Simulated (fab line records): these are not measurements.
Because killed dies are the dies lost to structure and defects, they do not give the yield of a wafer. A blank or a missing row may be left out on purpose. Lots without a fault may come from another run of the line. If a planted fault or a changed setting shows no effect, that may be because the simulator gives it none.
Which tool did it? ; flow nand-harc ; 12 lots (36 wafers sampled), 1 step of a 1159-step route

WHAT THE GAUGES SHOWED, per wafer
NHARC_A_BLC_INSPECT_12.
lot;measured;on;raw-defect-count
L075;day 17 15:13;defect-inspect-01;20 28 21
L077;day 17 19:44;defect-inspect-01;30 25 22
L079;day 19 00:13;defect-inspect-01;8 12 13
L082;day 19 11:59;defect-inspect-01;40 40 50
L083;day 19 23:10;defect-inspect-02;44 54 39
L087;day 20 10:05;defect-inspect-02;21 14 11
L086;day 20 20:38;defect-inspect-01;31 34 33
L089;day 20 23:20;defect-inspect-02;52 53 52
L090;day 21 20:22;defect-inspect-02;21 31 30
L094;day 22 10:57;defect-inspect-02;70 48 72
L095;day 22 18:51;defect-inspect-02;16 12 11
L097;day 23 12:22;defect-inspect-02;36 48 40

TOOL THAT RAN EACH LOT (tool first, then ch and the chambers of the sampled wafers, then the start)
No process step before these readings appears in the record.

THE ANSWER, worked out from the rows above alone
Rule: what is usual is taken from the lots themselves. Put in order of their means at a reading, lots are off if they are a third of the lots or fewer, leave a main group of 4 or more, and stand apart from it by a gap of 3 or more times the standard deviation of the main group's means; of several such gaps the widest counts. If all means in a main group match to the digits the tables above print for the reading, that group is not used. A lot without any number at a reading at which 4 lots or more have one is off too. Any other lot the step has rows for is counted as sound.
None of the lots is off at any reading shown; this tells nothing.

WHAT HAD BEEN PUT IN BY THE SIMULATOR
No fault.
